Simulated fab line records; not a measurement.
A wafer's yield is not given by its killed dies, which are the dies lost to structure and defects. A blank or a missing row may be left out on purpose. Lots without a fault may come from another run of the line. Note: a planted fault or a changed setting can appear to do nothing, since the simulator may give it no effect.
Matching of chambers -- flow n5_finfet -- rie_diel-02 running N5_BEOL_M6_DESCUM_16: 4 sister chambers
The step chemistry O2, time 7.9 s. 4 wafers are shown with their chamber, then 11 later ones without.

## WAFERS PAIRED WITH THEIR CHAMBERS
wafer,chamber,showerhead_plenum_p_Torr (Torr)
L087.6,1,2.19
L090.4,0,2.20
L090.5,3,2.15
L092.1,2,2.04

## WAFERS WITHOUT THEIR CHAMBER
wafer,showerhead_plenum_p_Torr (Torr)
L092.3,2.20
L092.5,2.18
L094.1,2.18
L094.2,2.20
L094.4,2.04
L096.1,2.04
L096.2,2.18
L096.3,2.15
L097.2,2.18
L097.4,2.03
L097.6,2.20

## CHAMBER TAKEN BY EACH
wafer,from the rows above,in truth
L092.3,can't be placed: 0 or 1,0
L092.5,can't be placed: 1 or 0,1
L094.1,can't be placed: 1 or 0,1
L094.2,can't be placed: 0 or 1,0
L094.4,2,2
L096.1,2,2
L096.2,can't be placed: 1 or 0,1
L096.3,3,3
L097.2,can't be placed: 1 or 0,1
L097.4,2,2
L097.6,can't be placed: 0 or 1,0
Correct placement for 4 of the 11. Not placeable from these rows: 7 (in 7, the candidates include the true chamber). Placed wrongly: 0.
How it was worked out, from the rows above alone: a wafer's distance from a chamber is the root of the sum, over the readings, of the square of ((its reading less the chamber's mean) divided by the reading's scatter). If the next closest chamber is less than 2 further off than the closest, the wafer can't be placed; otherwise it belongs to the closest. A chamber's mean is the mean of its shown wafers. The scatter (one wafer shown for each chamber): square how far every hidden wafer sits from the nearest shown wafer, average those squares and take the square root.
